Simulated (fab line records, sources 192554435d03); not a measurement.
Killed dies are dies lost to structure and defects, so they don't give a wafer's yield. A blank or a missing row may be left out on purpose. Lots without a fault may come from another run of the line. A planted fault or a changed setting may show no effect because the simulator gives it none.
Chamber matching | flow n5_finfet | N5_MIM_TOP_ALD_00 on ald_hk-03: 4 sister chambers
The step deposits Al2O3, purge time 3 s, co reactant pulse time 3 s. 16 wafers are shown with their chamber, then 8 later ones without.

WAFERS WITH THEIR CHAMBER
wafer  | chamber | precursor_pulse_height_rel
L074.1 | 1       | 1.004
L074.4 | 2       | 0.984
L074.5 | 2       | 1.019
L078.1 | 1       | 1.021
L078.4 | 0       | 0.995
L078.6 | 2       | 1.017
L084.2 | 0       | 0.999
L084.3 | 3       | 0.972
L084.6 | 1       | 0.978
L088.1 | 0       | 0.983
L088.3 | 3       | 0.996
L088.4 | 2       | 1.034
L091.2 | 1       | 0.984
L091.3 | 0       | 1.021
L091.6 | 1       | 0.962
L089.1 | 0       | 0.991

SIGNATURES (means of the wafers above)
reading                    | chamber 0 | chamber 1 | chamber 2 | chamber 3 | scatter within a chamber
precursor_pulse_height_rel | 0.99780   | 0.98980   | 1.01350   | 0.98400   | 0.0195
Rule: a wafer's distance from a chamber is the root of the sum, over the readings, of the square of ((its reading less the chamber's mean) divided by the reading's scatter). The wafer belongs to the nearest chamber; if the next one is less than 2 further off, it can't be placed. The scatter: the root of (the sum of the squares of (reading less its chamber's mean) over the shown wafers, divided by (wafers less chambers)).

WAFERS WITHOUT THEIR CHAMBER
wafer  | precursor_pulse_height_rel
L089.4 | 1.005
L089.5 | 1.024
L092.1 | 0.993
L092.2 | 1.005
L092.3 | 1.026
L097.3 | 0.997
L097.5 | 0.993
L097.6 | 1.022

WHICH CHAMBER EACH WENT THROUGH
wafer  | from the rows above               | in truth
L089.4 | can't be placed: 0 or 2 or 1 or 3 | 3
L089.5 | can't be placed: 2 or 0 or 1 or 3 | 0
L092.1 | can't be placed: 1 or 0 or 3 or 2 | 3
L092.2 | can't be placed: 0 or 2 or 1 or 3 | 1
L092.3 | can't be placed: 2 or 0 or 1 or 3 | 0
L097.3 | can't be placed: 0 or 1 or 3 or 2 | 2
L097.5 | can't be placed: 1 or 0 or 3 or 2 | 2
L097.6 | can't be placed: 2 or 0 or 1 or 3 | 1
Placed correctly: 0 of 8. Can't be placed from these rows: 8 (the true chamber is among the candidates in 8). Placed wrongly: 0.
